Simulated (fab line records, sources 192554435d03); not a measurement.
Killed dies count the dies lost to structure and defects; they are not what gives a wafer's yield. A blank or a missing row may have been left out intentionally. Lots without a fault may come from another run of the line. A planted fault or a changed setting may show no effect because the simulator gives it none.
Lot-split experiment + flow n5 finfet + 39 wafers read across 7 lots, on a route 1938 steps long

THE SPLIT ITSELF
At N5_BEOL_M14_ETCH_68 (etches SOC in N2/H2, time 450 s), the setting time s was moved away from the recipe's 450 s on 9 of the 39 wafers read, by -51.7% to -44.5%. For the rest of the wafers, this setting stayed at what the recipe calls for.

The split's own step is where the reading is taken.

THE READING
SiARC_of_BEOL_M14_COAT_66.thk nm (the simulator's own value, which no gauge read), in nm, at N5_BEOL_M14_ETCH_68 (etches SOC in N2/H2, time 450 s). No usual value for it is given in the file. Here, 30 wafers ran the recipe; their average is 65.3 nm with a standard deviation of 0.61 nm.

| wafer  | tool, chamber at the split | time s as run, s | against the recipe | SiARC_of_BEOL_M14_COAT_66.thk nm, nm | against lot-mates on the recipe |
|--------|----------------------------|------------------|--------------------|--------------------------------------|---------------------------------|
| L074.1 | rie diel-02, 2             | 450              | recipe             | 65.8                                 | -                               |
| L074.2 | rie diel-02, 3,0           | 450              | recipe             | 65.2                                 | -                               |
| L074.3 | rie diel-02, 3,0           | 450              | recipe             | 65.2                                 | -                               |
| L074.4 | rie diel-02, 1             | 450              | recipe             | 64.8                                 | -                               |
| L074.5 | rie diel-02, 2             | 450              | recipe             | 66.4                                 | -                               |
| L074.6 | rie diel-02, 3             | 450              | recipe             | 65.6                                 | -                               |
| L077.1 | rie diel-01, 3             | 450              | recipe             | 65                                   | -                               |
| L077.2 | rie diel-01, 0             | 450              | recipe             | 65.2                                 | -                               |
| L077.3 | rie diel-01, 1,3           | 450              | recipe             | 64.6                                 | -                               |
| L077.5 | rie diel-01, 1,3           | 450              | recipe             | 64.6                                 | -                               |
| L077.4 | rie diel-01, 2             | 450              | recipe             | 65.6                                 | -                               |
| L077.6 | rie diel-01, 2             | 450              | recipe             | 65.6                                 | -                               |
| L076.1 | rie diel-06, 0             | 249.6            | -44.5%             | 86                                   | +20.7                           |
| L076.2 | rie diel-06, 1             | 249.6            | -44.5%             | 84.4                                 | +19.1                           |
| L076.3 | rie diel-06, 3             | 450              | recipe             | 65.4                                 | -                               |
| L076.4 | rie diel-06, 2             | 249.6            | -44.5%             | 85.8                                 | +20.5                           |
| L076.5 | rie diel-06, 1             | 450              | recipe             | 64.4                                 | -                               |
| L076.6 | rie diel-06, 2             | 450              | recipe             | 66                                   | -                               |
| L090.1 | rie diel-02, 3,0           | 217.5            | -51.7%             | 88.6                                 | +23.4                           |
| L090.3 | rie diel-02, 3,0           | 217.5            | -51.7%             | 88.6                                 | +23.4                           |
| L090.2 | rie diel-02, 1             | 450              | recipe             | 65                                   | -                               |
| L090.4 | rie diel-02, 3             | 450              | recipe             | 65.4                                 | -                               |
| L090.5 | rie diel-02, 1             | 217.5            | -51.7%             | 87.8                                 | +22.6                           |
| L090.6 | rie diel-02, 0             | 450              | recipe             | 65.2                                 | -                               |
| L091.1 | rie diel-01, 3             | 450              | recipe             | 64.8                                 | -                               |
| L091.2 | rie diel-01, 1             | 450              | recipe             | 65.2                                 | -                               |
| L091.4 | rie diel-01, 2             | 450              | recipe             | 65.8                                 | -                               |
| L092.1 | rie diel-06, 0             | 450              | recipe             | 64.6                                 | -                               |
| L092.2 | rie diel-06, 1             | 450              | recipe             | 65.6                                 | -                               |
| L092.3 | rie diel-06, 3             | 450              | recipe             | 66                                   | -                               |
| L092.4 | rie diel-06, 3             | 450              | recipe             | 66.4                                 | -                               |
| L092.5 | rie diel-06, 0             | 450              | recipe             | 64.2                                 | -                               |
| L092.6 | rie diel-06, 1             | 450              | recipe             | 65                                   | -                               |
| L096.1 | rie diel-01, 1             | 450              | recipe             | 65.4                                 | -                               |
| L096.2 | rie diel-01, 2             | 450              | recipe             | 66.2                                 | -                               |
| L096.3 | rie diel-01, 3,1           | 221.4            | -50.8%             | 87.8                                 | +22.6                           |
| L096.4 | rie diel-01, 3,1           | 221.4            | -50.8%             | 87.8                                 | +22.6                           |
| L096.5 | rie diel-01, 2             | 221.4            | -50.8%             | 88.2                                 | +23.0                           |
| L096.6 | rie diel-01, 3             | 450              | recipe             | 64                                   | -                               |
When a row names more than one chamber, that row covers several wafers, and the file does not tell which wafer ran in which chamber.

FIT RESULTS
A straight line over all 39 wafers: SiARC_of_BEOL_M14_COAT_66.thk nm changes by -0.448 nm for each +1% of time s; r = -1.00; the points scatter about the line by 0.6 nm.
The same after taking each lot's own level away (the mean of its wafers on the recipe; 39 wafers): -0.449 nm for each +1%; r = -1.00; scatter 0.59 nm.
Per that fit: largest time s move, reading shift of 23 nm.
Measured against the standard deviation above, the lots' own levels, which go from 65.10 to 65.50 nm, span 0.7 times it.
Hence the lot-to-lot level has little effect on the slope; both slopes agree.
Check: +23.2 nm against its lot-mates is what the line predicts for one of the wafers moved furthest among these (-51.7%) when that wafer is left out of the fit. It came out at +23.4 nm against them.

THESE WAFERS: OTHER SPLITS
Before the reading, these wafers also passed through other splits. Each is held against what the fit with the lots' levels taken away leaves over:
| other split on the same wafers    | wafers away from the commonest value | r with SiARC_of_BEOL_M14_COAT_66.thk nm (lot level and that fit taken away) |
|-----------------------------------|--------------------------------------|-----------------------------------------------------------------------------|
| N5_BEOL_M12_TRENCH_ETCH_34 time s | 12                                   | +0.19                                                                       |

THE FILE'S OWN FIT
SiARC_of_BEOL_M14_COAT_66.thk nm changes by -0.449 nm for each +1% of time s, r = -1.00.
